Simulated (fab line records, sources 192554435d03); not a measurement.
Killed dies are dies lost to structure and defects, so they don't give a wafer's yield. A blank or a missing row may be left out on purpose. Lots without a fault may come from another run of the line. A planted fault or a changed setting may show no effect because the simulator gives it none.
fab line records | flow n5_finfet
record lots=6 wafers=18 last_day=19
route steps=1938 shown HKMG_FIN@440 BEOL_M4@1111
lots that met no fault: from a run of the same line without faults
start_h: hours from the record's first day to the start of the lot's first wafer shown | wait_h: hours since the lot's step before | " the same as in the row above | L1.1+2: a row that stands for several wafers | - no value, or no start given | * or withheld: withheld | < > ~ a bound
route shown NAME@n: a module of which the file shows steps, and the number in the route of the first | usual: mean/standard deviation of fault-free wafers | same: alike in all rows | chamber/n: place in a boat | sites: the reading at each site | _std_site: their standard deviation | _edge_site: outer sites' mean less inner sites' | radius_mm: how far each site lies from the wafer's centre | mask NAME#n: copy n | behind: the tool/chamber that last shaped the wafer | hold: why the lot was held/for how many hours/how that ended | device: the transistor (n, p or np) that didn't switch | end of line: the same wafers' tests at the end of the route | a step without rows: its recipe alone | killed: dies lost to structure and defects at the first sort, not the wafer's yield | map: a wafer's dies, x killed, . not, _ none there
set.NAME: the setting as run; set.NAME@STEP: as run at that earlier step | model.NAME: the simulator's own value behind a step, which no gauge read
lots at some steps of the route; a table a step, a row a wafer
services: from which hour (start_h, from the record's first day; less than 0 if before it) a tool's chamber was out of use, for how many hours, and why
## steps
# step N5_HKMG_FIN_WET_ETCH_18
# recipe chemistry=SC1 target=TiN mix=1:1:5 temp_c=* time_s=55 target_depth_nm=5.2 dry=ipa_marangoni rinse_time_s=30 rinse_temp_c=23
# step N5_HKMG_FIN_STRIP_19
# recipe chemistry=N2/H2 power_w=2500 temp_c=300 h2_frac=0.65 time_s=360 pressure_mtorr=withheld n2_flow_sccm=1750 h2_flow_sccm=3250
# usual drypump_motor_current_A=5.5/0.53 h2_flow_sccm=3249/9.6 heater_power_w=465/39 n2_flow_sccm=1750/5
# columns lot.wafer tool chamber start_h wait_h drypump_motor_current_A h2_flow_sccm heater_power_w n2_flow_sccm rf_hours_counter_h
L729.1 plasma_asher-02 0 101.41 0.0 6.1 3237 481 1744 42
L729.4 " 0 " " 6.1 3247 479 1751 -
L729.6 " 0 " " 6.1 3241 493 1751 -
L731.1 plasma_asher-01 1 111.45 0.0 4.7 3248 408 1753 93
L731.2 " 0 " " 5.6 3250 504 1747 93
L731.4 " 0 " " 5.6 3242 505 1752 -
L734.2 plasma_asher-02 1 128.78 0.0 5.9 3253 454 1754 48
L734.4 " 0 " " 6.1 3246 480 1747 -
L734.6 " 1 " " 5.9 3260 470 1744 -
L746.1 plasma_asher-01 0 203.84 0.0 5.6 3260 516 1748 110
L746.3 " 1 " " 4.7 3232 418 1757 -
L746.4 " 0 " " 5.6 3253 500 1756 -
L747.2 plasma_asher-01 0 211.32 0.0 5.6 3262 504 1747 112
L747.5 " 1 " " 4.8 3245 406 1751 -
L747.6 " 0 " " 5.6 3247 484 1752 -
L748.1 plasma_asher-01 1 213.41 0.0 4.8 3269 405 1745 113
L748.4 " 0 " " 5.6 3251 510 1762 -
L748.6 " 1 " " 4.8 3266 404 1750 -
# step N5_HKMG_FIN_ALD_91
# recipe material=TiN target_thk_a=10 temp_c=400 ald_precursor_family=TiCl4 ald_co_reactant=NH3 pulse_time_s=1 purge_time_s=3 co_reactant_purge_time_s=2 co_reactant_pulse_time_s=2 ald_cycles=47 pressure_torr=3
# usual heater_power_w=900/140 precursor_pulse_height_rel=0.999/0.023
# same pulse_time_s=1
# columns lot.wafer tool chamber start_h wait_h heater_power_w precursor_pulse_height_rel
L729.1 ald_metal-03 0 101.80 0.3 933 1.002
L729.4 " 1 " " 1074 0.978
L729.6 " 2 " " 1071 1.012
L731.1 ald_metal-01 2 111.83 0.3 901 1.001
L731.2 " 0 " " 899 0.990
L731.4 " 0 " " 889 0.976
L734.2 ald_metal-03 2 129.16 0.3 1064 0.982
L734.4 " 3 " " 837 1.003
L734.6 " 0 " " 896 1.007
L746.1 ald_metal-02 1 204.23 0.3 852 1.013
L746.3 " 3 " " 673 1.031
L746.4 " 1 " " 851 1.027
L747.2 ald_metal-02 2 211.70 0.3 1267 1.006
L747.5 " 0 " " 826 1.014
L747.6 " 1 " " 833 1.009
L748.1 ald_metal-03 2 213.79 0.3 1067 1.018
L748.4 " 1 " " 1066 0.991
L748.6 " 3 " " 864 1.038
# step N5_HKMG_FIN_COAT_85
# recipe resist=SOC temp_c=250 time_s=60 spin_rpm=1500 resist_thk_nm=300
# step N5_HKMG_FIN_ETCH_86
# recipe chemistry=N2/H2 target=SOC target_depth_a=3932 stop_on=TiN ion_energy_ev=100 bias_w=61 pressure_mtorr=30 source_w=850 n2_flow_sccm=200 h2_flow_sccm=200
# usual drypump_motor_current_A=5.9/0.54 n2_flow_sccm=200.0/0.62 oes_product_au=0.78/0.079 rf_vpp_V=241.4/1.3 showerhead_plenum_p_Torr=2.60/0.082 throttle_valve_pct=17.79/0.22
# columns lot.wafer tool chamber start_h wait_h drypump_motor_current_A n2_flow_sccm oes_product_au rf_hours_counter_h rf_vpp_V showerhead_plenum_p_Torr throttle_valve_pct
L729.1 rie_diel-05 2 102.14 - 6.0 199.6 0.72 201 241.1 2.63 17.57
L729.4 " 3 " " 6.4 199.3 0.74 162 241.8 2.64 17.86
L729.6 " 2 " " 6.0 199.5 0.72 - 243.2 2.63 17.59
L731.1 rie_diel-05 3 112.17 - 6.4 199.5 0.73 166 241.8 2.63 17.88
L731.2 " 1 " " 4.9 199.1 0.91 24 239.3 2.48 17.43
L731.4 " 0 " " 5.7 200.4 0.76 106 242.8 2.68 18.02
L734.2 rie_diel-03 0 129.50 - 6.4 199.0 0.70 248 242.4 2.60 17.88
L734.4 " 3 " " 6.1 201.2 0.77 135 240.8 2.54 17.80
L734.6 " 1 " " 6.7 200.0 0.76 - 241.8 2.65 17.45
L746.1 rie_diel-05 3 204.59 - 6.4 199.0 0.71 197 241.9 2.62 17.91
L746.3 " 2 " " 5.9 200.6 0.69 236 241.1 2.61 17.65
L746.4 " 1 " " 4.9 200.0 0.86 56 238.7 2.47 17.45
L747.2 rie_diel-05 0 212.27 - 5.6 200.0 0.74 142 241.6 2.66 18.09
L747.5 " 2 " " 5.9 200.4 0.68 - 241.9 2.61 17.64
L747.6 " 1 " " 4.9 199.3 0.85 - 240.4 2.47 17.46
L748.1 rie_diel-03 2 214.13 - 5.8 199.8 0.86 42 244.2 2.70 18.05
L748.4 " 3 " " 6.1 200.5 0.74 169 241.0 2.53 17.85
L748.6 " 1 " " 6.7 200.5 0.72 - 240.3 2.63 17.51
# step N5_HKMG_FIN_STRIP_89
# recipe chemistry=N2/H2 material=SOC time_s=20 power_w=500 temp_c=40 pressure_mtorr=50 rf_frequency_hz=6e+07 bias_power_w=8 h2_frac=0.5 n2_flow_sccm=300 h2_flow_sccm=300
# usual bias_power_w=7.999/0.023 chamber_pressure_mTorr=50.00/0.046 drypump_motor_current_A=5.9/0.54 n2_flow_sccm=299.9/0.83 oes_product_au=0.78/0.08 rf_vpp_V=54.3/0.82 showerhead_plenum_p_Torr=3.43/0.1 throttle_valve_pct=19.0/0.36
# columns lot.wafer tool chamber start_h wait_h bias_power_w chamber_pressure_mTorr drypump_motor_current_A n2_flow_sccm oes_product_au rf_hours_counter_h rf_vpp_V showerhead_plenum_p_Torr throttle_valve_pct
L729.1 rie_diel-05 2 102.20 0.0 7.989 49.99 5.9 300.2 0.72 201 55.7 3.47 18.7
L729.4 " 3 " " 7.998 49.99 6.4 300.8 0.75 162 54.5 3.48 18.8
L729.6 " 2 " " 8.001 50.01 6.0 299.2 0.72 - 54.2 3.47 18.7
L731.1 rie_diel-05 3 112.23 0.0 7.992 50.04 6.4 299.6 0.74 166 54.5 3.47 18.9
L731.2 " 1 " " 7.956 49.90 4.9 299.3 0.92 24 54.4 3.28 18.3
L731.4 " 0 " " 8.006 49.93 5.7 300.9 0.77 106 53.7 3.53 19.4
L734.2 rie_diel-03 0 129.56 0.0 8.006 49.97 6.4 299.6 0.69 248 54.3 3.44 19.1
L734.4 " 3 " " 7.980 50.05 6.1 300.0 0.79 135 54.4 3.36 18.9
L734.6 " 1 " " 7.991 49.98 6.7 298.9 0.76 - 55.1 3.49 18.4
L746.1 rie_diel-05 3 204.65 0.0 8.009 50.02 6.4 300.2 0.72 197 54.3 3.46 18.9
L746.3 " 2 " " 8.023 50.01 5.9 301.7 0.69 236 55.5 3.45 18.8
L746.4 " 1 " " 7.987 50.07 4.9 300.2 0.86 56 54.2 3.27 18.4
L747.2 rie_diel-05 0 212.33 0.0 8.011 49.97 5.7 299.5 0.74 142 54.1 3.51 19.5
L747.5 " 2 " " 7.981 50.00 5.9 300.0 0.70 - 54.1 3.44 18.7
L747.6 " 1 " " 7.983 49.97 4.9 300.2 0.86 - 53.2 3.26 18.4
L748.1 rie_diel-03 2 214.19 0.0 7.981 49.98 5.8 301.8 0.87 43 55.9 3.56 19.5
L748.4 " 3 " " 8.024 50.04 6.1 299.4 0.76 169 53.2 3.34 18.9
L748.6 " 1 " " 7.988 50.07 6.7 299.8 0.73 - 53.6 3.48 18.5
# step N5_HKMG_FIN_WET_ETCH_87
# recipe chemistry=SC1 target=TiN mix=1:2:40 temp_c=50 time_s=154.2 target_depth_nm=4.7 dry=ipa_marangoni rinse_time_s=30 rinse_temp_c=23
# step N5_HKMG_FIN_STRIP_88
# recipe chemistry=N2/H2 power_w=2500 temp_c=300 h2_frac=0.65 time_s=360 pressure_mtorr=withheld n2_flow_sccm=1750 h2_flow_sccm=3250
# step N5_HKMG_FIN_NWFM_ALD_20
# recipe material=TiAlC target_thk_a=20 temp_c=300 ald_precursor_family=TiCl4 ald_co_reactant=TEA pulse_time_s=3 purge_time_s=2 co_reactant_purge_time_s=2 co_reactant_pulse_time_s=10 ald_cycles=7 pressure_torr=3
# usual heater_power_w=509/98 precursor_pulse_height_rel=1.000/0.021
# same pulse_time_s=3
# columns lot.wafer tool chamber start_h wait_h heater_power_w precursor_pulse_height_rel
L729.1 ald_metal-03 0 102.79 0.3 524 1.021
L729.4 " 2 " " 588 1.011
L729.6 " 2 " " 588 1.023
L731.1 ald_metal-02 1 113.02 0.5 469 1.004
L731.2 " 3 " " 376 0.998
L731.4 " 0 " " 447 0.988
L734.2 ald_metal-02 1 130.13 0.3 474 1.021
L734.4 " 2 " " 726 1.033
L734.6 " 3 " " 368 1.010
L746.1 ald_metal-03 2 205.22 0.3 603 0.995
L746.3 " 1 " " 599 1.021
L746.4 " 3 " " 458 1.013
L747.2 ald_metal-01 2 212.91 0.3 506 1.007
L747.5 " 2 " " 508 1.010
L747.6 " 1 " " 430 1.009
L748.1 ald_metal-01 3 214.78 0.3 402 1.032
L748.4 " 1 " " 427 1.005
L748.6 " 2 " " 501 0.985
# step N5_HKMG_FIN_ALD_71
# recipe material=TiN target_thk_a=10 temp_c=400 ald_precursor_family=TiCl4 ald_co_reactant=NH3 pulse_time_s=1 purge_time_s=3 co_reactant_purge_time_s=2 co_reactant_pulse_time_s=2 ald_cycles=47 pressure_torr=3
# step N5_HKMG_FIN_COAT_66
# recipe resist=SOC temp_c=250 time_s=60 spin_rpm=1500 resist_thk_nm=300
# step N5_HKMG_FIN_ETCH_67
# recipe chemistry=N2/H2 target=SOC target_depth_a=3889 stop_on=TiN ion_energy_ev=100 bias_w=61 pressure_mtorr=30 source_w=850 n2_flow_sccm=200 h2_flow_sccm=200
# step N5_HKMG_FIN_STRIP_90
# recipe chemistry=N2/H2 material=SOC time_s=20 power_w=500 temp_c=40 pressure_mtorr=50 rf_frequency_hz=6e+07 bias_power_w=8 h2_frac=0.5 n2_flow_sccm=300 h2_flow_sccm=300
# usual bias_power_w=8.001/0.024 chamber_pressure_mTorr=50.00/0.048 drypump_motor_current_A=5.9/0.53 n2_flow_sccm=300.0/0.93 oes_product_au=0.79/0.08 rf_vpp_V=54.4/0.89 showerhead_plenum_p_Torr=3.44/0.1 throttle_valve_pct=18.9/0.38
# columns lot.wafer tool chamber start_h wait_h bias_power_w chamber_pressure_mTorr drypump_motor_current_A n2_flow_sccm oes_product_au rf_hours_counter_h rf_vpp_V showerhead_plenum_p_Torr throttle_valve_pct
L729.1 rie_diel-05 1 103.29 0.0 7.995 50.00 4.9 298.7 0.93 21 55.0 3.28 18.3
L729.4 " 2 " " 8.000 50.01 5.9 300.2 0.72 201 54.6 3.47 18.7
L729.6 " 3 " " 8.018 50.06 6.4 301.0 0.75 - 54.0 3.48 18.9
L731.1 rie_diel-03 1 113.53 0.0 7.989 49.92 6.7 300.2 0.76 149 54.0 3.50 18.4
L731.2 " 2 " " 8.034 49.96 5.8 300.5 0.95 3 54.2 3.59 19.4
L731.4 " 3 " " 8.004 50.01 6.2 302.1 0.79 129 53.3 3.36 18.9
L734.2 rie_diel-02 0 130.76 0.0 7.984 49.99 6.2 298.8 0.74 167 53.8 3.48 18.9
L734.4 " 2 " " 8.025 50.04 6.1 301.9 0.70 234 54.1 3.18 19.1
L734.6 " 1 " " 7.988 50.07 5.0 300.0 0.91 - 53.5 3.31 19.2
L746.1 rie_diel-05 0 205.72 0.0 - - - - - - - - -
L746.3 " 3 " " - - - - - - - - -
L746.4 " 1 " " - - - - - - - - -
L747.2 rie_diel-05 2 213.44 0.0 - - - - - - - - -
L747.5 " 3 " " - - - - - - - - -
L747.6 " 0 " " - - - - - - - - -
L748.1 rie_diel-05 2 215.33 0.0 7.990 50.03 5.9 300.4 0.69 241 54.8 3.44 18.8
L748.4 " 0 " " 8.034 49.96 5.7 300.5 0.74 143 54.9 3.51 19.5
L748.6 " 2 " " 8.017 49.86 5.9 299.9 0.69 - 55.1 3.44 18.8
# step N5_HKMG_FIN_WET_ETCH_73
# recipe chemistry=SC1 mix=1:2:40 temp_c=50 time_s=42.3 target_depth_nm=1.3 dry=ipa_marangoni rinse_time_s=30 rinse_temp_c=23
# step N5_BEOL_M4_RC_MEAS_101
# usual DIBL_N=36.4/1.4 DIBL_P=36.4/1.5 IOFF_N=0.156/0.022 IOFF_P=0.210/0.023 ION_N=675/9.1 ION_P=463/5.7 SS_N=71.6/0.45 SS_P=73.3/0.56 VT_N=250/3.1 VT_P=-250.3/2.3
# columns lot.wafer tool chamber start_h wait_h DIBL_N[mV/V] DIBL_P[mV/V] IOFF_N[nA/um] IOFF_P[nA/um] ION_N[uA/um] ION_P[uA/um] SS_N[mV/dec] SS_P[mV/dec] VT_N[mV] VT_P[mV]
L729.1 prober-01 0 221.76 0.0 35.4 36.8 0.149 0.233 678 475 71.1 73.1 251 -244.7
L729.4 " 0 " " 33.7 34.5 0.114 0.180 666 463 70.5 73.1 255 -251.8
L729.6 " 0 " " 35.0 36.3 0.133 0.213 684 474 70.6 73.4 253 -250.0
L731.1 prober-02 0 229.14 0.0 37.9 36.2 0.180 0.247 684 470 72.6 73.3 247 -248.2
L731.2 " 0 " " 37.3 34.4 0.163 0.216 680 467 71.3 73.3 251 -248.5
L731.4 " 0 " " 35.8 32.9 0.134 0.194 671 466 71.1 73.5 251 -248.8
L734.2 prober-01 0 249.31 0.2 35.5 35.9 0.131 0.182 667 459 71.7 72.6 256 -250.9
L734.4 " 0 " " 35.2 36.1 0.131 0.184 666 454 71.9 72.8 258 -252.4
L734.6 " 0 " " 35.7 36.6 0.135 0.188 669 458 71.7 72.8 255 -252.5
L746.1 prober-01 0 317.48 0.0 39.6 39.2 0.214 0.253 692 468 72.1 74.1 246 -248.8
L746.3 " 0 " " 38.3 38.4 0.193 0.231 689 468 71.8 73.4 247 -248.4
L746.4 " 0 " " 37.3 36.2 0.175 0.206 678 461 71.2 73.4 248 -250.1
L747.2 prober-02 0 327.85 0.2 36.4 37.5 0.167 0.238 683 474 72.1 73.0 249 -248.2
L747.5 " 0 " " 36.3 37.1 0.158 0.233 688 475 71.7 72.9 250 -246.6
L747.6 " 0 " " 37.8 37.9 0.193 0.260 685 473 71.9 73.3 245 -248.3
L748.1 prober-02 0 342.18 0.0 34.4 34.2 0.117 0.185 655 450 71.2 72.3 256 -249.0
L748.4 " 0 " " 34.6 35.9 0.135 0.201 662 464 71.7 73.5 251 -250.3
L748.6 " 0 " " 35.1 35.6 0.128 0.197 657 463 71.3 73.3 256 -251.1
## services
# columns tool chamber start_h hours kind
ald_metal-02 - 80.70 0.9 repair
rie_diel-03 2 82.90 - clean
rie_diel-03 2 82.90 - consumable_replace:focus_ring
rie_diel-03 2 82.90 - consumable_replace:showerhead
rie_diel-03 2 82.90 22.0 scheduled_down
rie_diel-03 2 82.90 22.0 vent_cycle
ald_metal-01 3 95.73 23.2 repair
rie_diel-03 - 99.11 2.8 pm
ald_metal-03 - 100.69 1.1 repair
ald_metal-01 - 112.48 8.7 pm
ald_metal-03 - 118.22 8.7 pm
rie_diel-02 3 127.94 2.0 repair
rie_diel-03 0 136.43 - clean
rie_diel-03 0 136.43 - consumable_replace:focus_ring
rie_diel-03 0 136.43 34.1 scheduled_down
rie_diel-03 0 136.43 34.1 vent_cycle
plasma_asher-01 - 141.64 8.8 repair
ald_metal-01 - 148.22 1.2 pm
ald_metal-01 2 151.27 28.5 repair
ald_metal-02 2 155.50 3.8 repair
rie_diel-02 2 187.65 - clean
rie_diel-02 2 187.65 - consumable_replace:focus_ring
ald_metal-02 0 189.12 17.4 repair
rie_diel-05 3 191.40 1.4 repair
## key
first_sign step=N5_HKMG_FIN_STRIP_90 reading=tool_record direction=missing
effect none on later readings
met_at N5_HKMG_FIN_STRIP_90
struck_wafers L746.1,L746.3,L746.4,L747.2,L747.5,L747.6
onset_between 103.29 205.72
fault kind=skipped_step_whole tool=rie_diel-05 chamber=- onset_h=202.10 steps=N5_HKMG_FIN_STRIP_90 scope=struck_lots_only
